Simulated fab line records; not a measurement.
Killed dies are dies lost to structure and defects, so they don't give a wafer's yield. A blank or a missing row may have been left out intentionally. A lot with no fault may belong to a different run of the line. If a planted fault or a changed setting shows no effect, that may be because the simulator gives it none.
Matching of chambers | flow nand harc | 4 sister chambers for NHARC_A_CONTACT_CMP_20 on cmp-02
The step polishes, t overpolish 30 s, target thk 300 nm. 4 wafers are shown with their chamber, then 11 later ones without.

WAFERS, EACH WITH ITS CHAMBER
wafer  | chamber | time to endpoint s (s)
L085.1 | 2       | 60
L085.3 | 1       | 69
L085.4 | 0       | 57
L087.3 | 3       | 60

WAFERS MISSING THEIR CHAMBER
wafer  | time to endpoint s (s)
L087.4 | 61
L087.5 | 61
L087.1 | 57
L087.2 | 71
L087.6 | 65
L090.1 | 63
L090.2 | 55
L090.6 | 63
L093.3 | 53
L093.4 | 66
L093.5 | 61

WHICH CHAMBER EACH WENT THROUGH
wafer  | from the rows above               | in truth
L087.4 | can't be placed: 2 or 3 or 0      | 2
L087.5 | can't be placed: 2 or 3 or 0      | 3
L087.1 | can't be placed: 0 or 2 or 3      | 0
L087.2 | 1                                 | 1
L087.6 | can't be placed: 1 or 2 or 3 or 0 | 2
L090.1 | can't be placed: 2 or 3 or 0 or 1 | 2
L090.2 | can't be placed: 0 or 2 or 3      | 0
L090.6 | can't be placed: 2 or 3 or 0 or 1 | 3
L093.3 | can't be placed: 0 or 2 or 3      | 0
L093.4 | can't be placed: 1 or 2 or 3      | 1
L093.5 | can't be placed: 2 or 3 or 0      | 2
1 of 11 placed correctly. These rows do not allow placing 10 (true chamber among the candidates in 10). 0 placed wrongly.
How it was worked out, from the rows above alone: a wafer's distance from a chamber is the root of the sum, over the readings, of the square of ((its reading less the chamber's mean) divided by the reading's scatter). If the next closest chamber is less than 2 further off than the closest, the wafer can't be placed; otherwise it belongs to the closest. For every chamber, the mean is computed from those of its wafers that are shown. The scatter: with one shown wafer a chamber, the root of the mean of the squares of how far each hidden wafer lies from its nearest shown one.
